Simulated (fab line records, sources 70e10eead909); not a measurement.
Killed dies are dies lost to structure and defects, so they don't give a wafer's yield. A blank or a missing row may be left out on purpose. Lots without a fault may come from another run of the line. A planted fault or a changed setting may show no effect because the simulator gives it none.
Problem report in the 8D (eight disciplines) form, filled by code | flow nand_harc | the parts of the form that need people (team, actions taken, sign-off) are left out

1. THE PROBLEM
killed_at_periphery at NHARC_END_SORT_01 reads a mean of 18.0 on 2 wafers of 2 lots; wafers without a fault read 4.2 with a standard deviation of 2.9. That is +4.8 standard deviations from the usual mean.
First seen on wafer L515.2, day 28 00:22, on prober-02. The record holds 39 wafers of 13 lots with a number at this step. Rule for "out", or "out of limits": more than 4 standard deviations from the usual mean. The other wafers with a number count as sound.

2. WHAT IT IS AND WHAT IT IS NOT
question                    | is                  | is not
which readings at this step | killed_at_periphery | defect_limited_yield, killed_at_array, killed_at_other, killed_dies, killed_open, killed_short
which lots                  | L515, L517          | L505, L506, L507, L508, L509, L516, L519, L521, L523, L526, L527
which wafers of those lots  | L515.2, L517.3      | L515.1, L515.4, L517.2, L517.6
read on which gauges        | prober-02           | prober-01
when                        | from day 28 00:22   | up to then (17 sound wafers); but 20 sound wafers of L515, L516, L517, L519, L521, L523, L526, L527 came after

3. SUSPECTS, AND WHAT RULES EACH OUT
Counting: a tool at a process step up to the reading stays a suspect if it ran every lot that is out. Sound lots after the first of them don't rule it out here, since some wafers of a struck lot are sound.
- the gauge at NHARC_END_SORT_01: kept. All the wafers that are out were read on prober-02, and no step on other tools shows them out.
- pvd_sputter-03 at NHARC_P_M0_PRE_CLEAN_29 (time 30 s): kept. It ran every lot that is out, first L515 (day 9 10:14); its last sound lot up to then is L508 (day 7 12:31).
- rtp_anneal-02 at NHARC_THIN_TSV_ANNEAL_52 (time 90 s): kept. It ran every lot that is out, first L515 (day 27 10:13); its last sound lot up to then is L516 (day 27 09:10).
Left after counting: pvd_sputter-03 at NHARC_P_M0_PRE_CLEAN_29, rtp_anneal-02 at NHARC_THIN_TSV_ANNEAL_52, prober-02 at NHARC_END_SORT_01.

4. THE CAUSE (what the simulator had put in)
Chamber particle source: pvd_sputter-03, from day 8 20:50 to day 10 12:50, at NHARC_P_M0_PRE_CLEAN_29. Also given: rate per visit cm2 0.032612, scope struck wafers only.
Counting left 3 suspects, and this tool is among them.

5. THE CHAIN OF EFFECTS, in route order
Each row: a reading whose mean over the struck wafers that have a number lies more than 3 standard deviations from the usual. Only readings for which the record gives a usual standard deviation are gone through. hours: the time from each lot's start at the first step in this table that gives one to its start at this step, as a median over the lots. sigmas: the change in usual standard deviations.
hours | step              | reading             | usual | on struck wafers | change | sigmas
0     | NHARC_END_SORT_01 | killed_at_periphery | 4.2   | 18.0             | +13.8  | +4.8

6. WHAT WOULD HAVE CAUGHT IT SOONER
In this record the first reading out of limits at a measuring or inspecting step was taken at day 28 00:22, 460 hours after the fault began at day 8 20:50.
Of the tool readings at NHARC_P_M0_PRE_CLEAN_29 for which the record gives a usual standard deviation, none was out on any struck wafer, so an alarm limit of 4 standard deviations on them would not have fired.
All the lots that are out (2) had begun NHARC_P_M0_PRE_CLEAN_29 on pvd_sputter-03 by day 28 00:22. A hold on the tool at that time would have spared none of them.
